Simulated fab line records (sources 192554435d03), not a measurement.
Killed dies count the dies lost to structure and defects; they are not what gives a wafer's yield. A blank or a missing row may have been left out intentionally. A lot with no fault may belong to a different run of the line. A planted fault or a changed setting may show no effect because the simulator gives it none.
Which of the tools did it? | flow n5-finfet | Sampling: 11 lots, 33 wafers, 3 of 1938 route steps

WHAT THE GAUGES SHOWED, per wafer
N5_MIM_TOP_LITHO_CD_MEAS_08: target cd 2000 nm.
lot  | measured     | on        | cd-nm (nm)
L904 | day 12 09:10 | cd-sem-01 | 2001.1 1999.2 1999.1
L905 | day 12 09:22 | cd-sem-02 | 2000.2 2001.4 1999.0
L903 | day 12 14:44 | cd-sem-02 | 1998.6 2000.0 1999.2
L906 | day 12 15:59 | cd-sem-03 | 1999.6 1999.0 1997.4
L907 | day 12 20:48 | cd-sem-01 | 1999.8 2001.2 2000.9
L917 | day 15 06:53 | cd-sem-03 | 2001.4 1998.9 2001.4
L918 | day 16 08:31 | cd-sem-02 | 1998.6 1996.5 1998.9
L919 | day 16 08:40 | cd-sem-03 | 2001.3 1999.6 1999.3
L920 | day 16 11:58 | cd-sem-03 | 1998.5 2001.4 2000.1
L922 | day 16 18:28 | cd-sem-02 | 1997.4 1999.4 1998.1
L925 | day 17 18:50 | cd-sem-01 | 1999.4 2000.3 2001.3

TOOL THAT RAN EACH LOT (tool first, then ch and the chambers of the sampled wafers, then the start)
lot  | N5_PASSIVATION_PECVD_00         | N5_MIM_TOP_SPUTTER_03
L904 | pecvd-04 ch 0,2, day 12 06:29   | pvd-sputter-01, day 12 08:47
L905 | pecvd-02 ch 1,2, day 12 06:48   | pvd-sputter-01, day 12 08:59
L903 | pecvd-04 ch 0,2, day 12 11:47   | pvd-sputter-03, day 12 14:21
L906 | pecvd-04 ch 0,1,2, day 12 12:31 | pvd-sputter-01, day 12 15:36
L907 | pecvd-04 ch 0,1,2, day 12 19:11 | pvd-sputter-03, day 12 20:25
L917 | pecvd-03 ch 0,1, day 15 03:37   | pvd-sputter-02, day 15 06:29
L918 | pecvd-02 ch 0,2, day 16 01:51   | pvd-sputter-02, day 16 07:59
L919 | pecvd-02 ch 0,1,2, day 16 02:34 | pvd-sputter-02, day 16 08:07
L920 | pecvd-03 ch 0,1,2, day 16 07:48 | pvd-sputter-03, day 16 11:27
L922 | pecvd-03 ch 0,1,2, day 16 15:24 | pvd-sputter-01, day 16 17:56
L925 | pecvd-03 ch 0,2, day 17 15:49   | pvd-sputter-01, day 17 18:26
- N5_PASSIVATION_PECVD_00: deposits SiO2 from SiH4/N2O, target thk 200 nm, time 11.2 s.
- N5_MIM_TOP_SPUTTER_03: material TiN, target thk 35 nm, time 89.7 s.

THE ANSWER, worked out from the rows above alone
Rule: the lots themselves supply what counts as usual. The widest of any qualifying gaps counts: lots, ordered by their means at a reading, are off when they make up no more than a third of the lots, leave a main group of 4 or more, and stand apart from it by 3 or more times the standard deviation of that group's means. Not used: any main group whose means are identical at the precision the tables above print for the reading. A lot without any number at a reading at which 4 lots or more have one is off too. Any other lot the step has rows for is counted as sound.
No lot is off on any of the readings shown, so nothing can be concluded from this.

WHAT THE SIMULATOR PUT IN
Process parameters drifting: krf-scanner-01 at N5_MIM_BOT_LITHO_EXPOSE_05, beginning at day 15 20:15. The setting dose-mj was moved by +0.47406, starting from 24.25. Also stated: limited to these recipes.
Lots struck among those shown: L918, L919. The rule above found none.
